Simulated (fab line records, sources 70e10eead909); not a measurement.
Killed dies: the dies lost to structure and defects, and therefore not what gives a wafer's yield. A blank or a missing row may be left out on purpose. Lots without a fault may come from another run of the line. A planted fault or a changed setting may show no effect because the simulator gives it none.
The same fault as seen by 2 desks ; flow nandHarc ; what lay behind the numbers comes last; until then each desk has only its own

## AT THE TOOL OWNER'S DESK: pecvd-04
The tool's own readings at NHARC_A_CHANNEL_HOLE_D1_DEP_01 (deposits SiON, target thk 140 nm): means of the sampled wafers that have a number, for each lot that ran on this tool. Marked OUT: a lot whose mean sits more than 4 standard deviations from the usual mean, which makes it out of limits; the brackets give that distance.
Columns: A = heaterPowerW at NHARC_A_CHANNEL_HOLE_D1_DEP_01, usual 781 W; B = rfFwdPowerW at NHARC_A_CHANNEL_HOLE_D1_DEP_01, usual 348.2 W; C = showerheadVppV at NHARC_A_CHANNEL_HOLE_D1_DEP_01, usual 1162 V
lot;first seen here;A;B;C
L779;day 8 18:40;787;349.3;1144
L788;day 12 04:08;833;348.0;1119
L795;day 14 22:23;711;348.9;1126
L796;day 15 09:32;831;292.3 (-47) OUT;1044
L797;day 15 19:31;823;292.0 (-47) OUT;1036
This desk's finding: out of limits on L796, L797; first on L796, day 15 09:32 (rfFwdPowerW at NHARC_A_CHANNEL_HOLE_D1_DEP_01). In limits: L779, L788, L795.

## AT THE METROLOGY DESK
What the gauges read for every lot (on any tool): the sampled wafers with a number, averaged. Marked OUT: a lot whose mean sits more than 4 standard deviations from the usual mean, which makes it out of limits; the brackets give that distance.
Columns: A = thkNm at NHARC_A_SOURCE_PLATE_THK_MEAS_09, usual 9.9 nm
lot;first seen here;A
L779;day 7 10:58;9.8
L780;day 7 17:02;10.3
L788;day 10 20:10;10.0
L789;day 11 07:11;9.7
L790;day 11 22:41;9.8
L791;day 11 22:43;10.4
L793;day 13 01:58;9.7
L795;day 13 17:52;9.3
L796;day 14 01:13;10.7
L797;day 14 12:48;10.0
L798;day 14 22:22;10.5
L802;day 16 19:02;10.7
This desk's finding: nothing out of limits on any of the 12 lots.

## BROUGHT TOGETHER
At day 15 09:32, on L796, L797, the tool owner's desk was in a position to raise an alarm.
Nothing out of limits was seen by the metrology desk.
The metrology desk has L796, L797 on record, within its limits.
The lots listed all ran NHARC_A_CHANNEL_HOLE_D1_DEP_01 on pecvd-04.

## WHAT THE SIMULATOR HAD PUT IN
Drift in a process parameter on pecvd-04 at NHARC_A_CHANNEL_HOLE_D1_DEP_01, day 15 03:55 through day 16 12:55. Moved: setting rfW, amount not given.
Lots struck among those shown: L796, L797.
Hours from the fault's start to each desk's first reading out of limits: the tool owner's desk, 6.
